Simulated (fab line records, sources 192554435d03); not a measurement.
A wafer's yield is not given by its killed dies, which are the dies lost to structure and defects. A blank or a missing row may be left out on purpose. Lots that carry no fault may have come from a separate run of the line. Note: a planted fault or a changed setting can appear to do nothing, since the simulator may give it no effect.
Chamber matching ; flow n5_finfet ; 4 sister chambers for N5_BEOL_M10_ETCH_65 on rie_diel-01
The step etches SiARC in CF4, target depth 39 nm, time 65 s. 4 wafers are shown with their chamber, then 8 later ones without.

== EACH WAFER AND ITS CHAMBER ==
wafer;chamber;showerhead_plenum_p_Torr (Torr)
L087.1;3;2.19
L087.2;1;2.15
L087.3;0;2.15
L094.2;2;2.15

== WAFERS WITH NO CHAMBER GIVEN ==
wafer;showerhead_plenum_p_Torr (Torr)
L094.3;2.15
L094.6;2.15
L095.2;2.19
L095.4;2.15
L095.5;2.14
L097.2;2.19
L097.3;2.15
L097.5;2.15

== WHICH CHAMBER EACH ONE RAN IN ==
wafer;from the rows above;in truth
L094.3;can't be placed: 0 or 1 or 2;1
L094.6;can't be placed: 0 or 1 or 2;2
L095.2;3;3
L095.4;can't be placed: 0 or 1 or 2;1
L095.5;can't be placed: 0 or 1 or 2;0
L097.2;3;3
L097.3;can't be placed: 0 or 1 or 2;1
L097.5;can't be placed: 0 or 1 or 2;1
Placed correctly: 2 of 8. From these rows, 6 cannot be placed; in 6 the true chamber is one of the candidates. Number placed wrongly: 0.
How it was worked out, from the rows above alone: a wafer's distance from a chamber is the root of the sum, over the readings, of the square of ((its reading less the chamber's mean) divided by the reading's scatter). If the next closest chamber is less than 2 further off than the closest, the wafer can't be placed; otherwise it belongs to the closest. The mean given for a chamber averages the wafers shown for that chamber. The scatter: with one shown wafer a chamber, the root of the mean of the squares of how far each hidden wafer lies from its nearest shown one.
